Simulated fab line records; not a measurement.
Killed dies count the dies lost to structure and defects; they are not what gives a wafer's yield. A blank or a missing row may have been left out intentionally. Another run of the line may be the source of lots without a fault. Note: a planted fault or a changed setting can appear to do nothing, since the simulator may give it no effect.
The tool behind it: which one? | flow n5_finfet | 11 lots with 33 wafers sampled at 4 steps, on a route of 1938 steps

== WHAT EACH GAUGE READ, for each wafer ==
N5_BEOL_M5_CD_MEAS_28: target cd 30.6 nm, target cd y 20 nm.
lot  | measured     | on        | cd_nm (nm)
L252 | day 8 19:50  | cd_sem-02 | 30.52 30.63 30.74
L253 | day 10 11:49 | cd_sem-01 | 30.90 30.95 30.91
L254 | day 11 15:23 | cd_sem-02 | 30.38 30.82 30.82
L255 | day 11 17:40 | cd_sem-01 | 31.04 30.89 30.91
L261 | day 12 14:41 | cd_sem-02 | 30.39 30.80 30.62
L262 | day 13 08:11 | cd_sem-02 | 30.44 30.68 30.32
L264 | day 13 19:52 | cd_sem-02 | 30.61 30.42 30.46
L263 | day 13 23:08 | cd_sem-02 | 30.59 30.38 30.60
L273 | day 16 03:44 | cd_sem-01 | 30.81 30.47 30.78
L274 | day 16 08:23 | cd_sem-03 | 30.24 30.37 30.31
L275 | day 16 08:37 | cd_sem-02 | 30.53 30.45 30.66

== TOOL THAT RAN EACH LOT (tool first, then ch and the chambers of the sampled wafers, then the start) ==
lot  | N5_BEOL_M5_STRIP_64                | N5_BEOL_M5_HM_OPEN_17             | N5_BEOL_M5_COAT_66
L252 | rie_diel-06 ch 1,2, day 8 18:14    | rie_metal-01 ch 0,1, day 8 18:17  | litho_track-05 ch 0, day 8 19:34
L253 | rie_diel-06 ch 0,1,2, day 10 09:06 | rie_metal-02 ch 0,1, day 10 09:08 | litho_track-03 ch 0, day 10 11:25
L254 | rie_diel-06 ch 2,3, day 11 13:38   | rie_metal-02 ch 0,1, day 11 13:40 | litho_track-02 ch 0, day 11 15:00
L255 | rie_diel-02 ch 0,1,3, day 11 16:50 | rie_metal-01 ch 0,1, day 11 16:54 | litho_track-05 ch 0, day 11 17:16
L261 | rie_diel-06 ch 0,2,3, day 12 11:21 | rie_metal-01 ch 0,1, day 12 11:23 | litho_track-02 ch 0, day 12 14:14
L262 | rie_diel-02 ch 1,2,3, day 13 07:40 | rie_metal-01 ch 0,1, day 13 07:42 | litho_track-02 ch 0, day 13 07:55
L264 | rie_diel-06 ch 0,2,3, day 13 17:53 | rie_metal-01 ch 0,1, day 13 17:55 | litho_track-05 ch 0, day 13 19:27
L263 | rie_diel-05 ch 0,1,2, day 13 22:06 | rie_metal-01 ch 0, day 13 22:08   | litho_track-02 ch 0, day 13 22:52
L273 | rie_diel-05 ch 1,2,3, day 16 02:40 | rie_metal-02 ch 0,1, day 16 02:42 | litho_track-03 ch 0, day 16 03:28
L274 | rie_diel-06 ch 1,2,3, day 16 05:08 | rie_metal-03 ch 0,1, day 16 05:20 | litho_track-03 ch 0, day 16 08:07
L275 | rie_diel-06 ch 0,1,2, day 16 05:35 | rie_metal-02 ch 0,1, day 16 05:37 | litho_track-05 ch 0, day 16 08:13
- N5_BEOL_M5_STRIP_64: strips in CF4.
- N5_BEOL_M5_HM_OPEN_17: chemistry Cl2/BCl3, target TiN, target depth 20 nm, overetch 6 nm.
- N5_BEOL_M5_COAT_66: time 60 s, resist thk 12 nm.

== THE ANSWER, worked out from the rows above alone ==
Rule: the usual values come from the lots themselves. Put in order of their means at a reading, lots are off if they are a third of the lots or fewer, leave a main group of 4 or more, and stand apart from it by a gap of 3 or more times the standard deviation of the main group's means; of several such gaps the widest counts. A main group whose means are all the same, to the digits that the tables above print for the reading, isn't used. A lot without any number at a reading at which 4 lots or more have one is off too. Where the step has rows for the other lots, those lots are counted as sound.
None of the lots is off at any reading shown; this tells nothing.

== WHAT THE SIMULATOR PUT IN ==
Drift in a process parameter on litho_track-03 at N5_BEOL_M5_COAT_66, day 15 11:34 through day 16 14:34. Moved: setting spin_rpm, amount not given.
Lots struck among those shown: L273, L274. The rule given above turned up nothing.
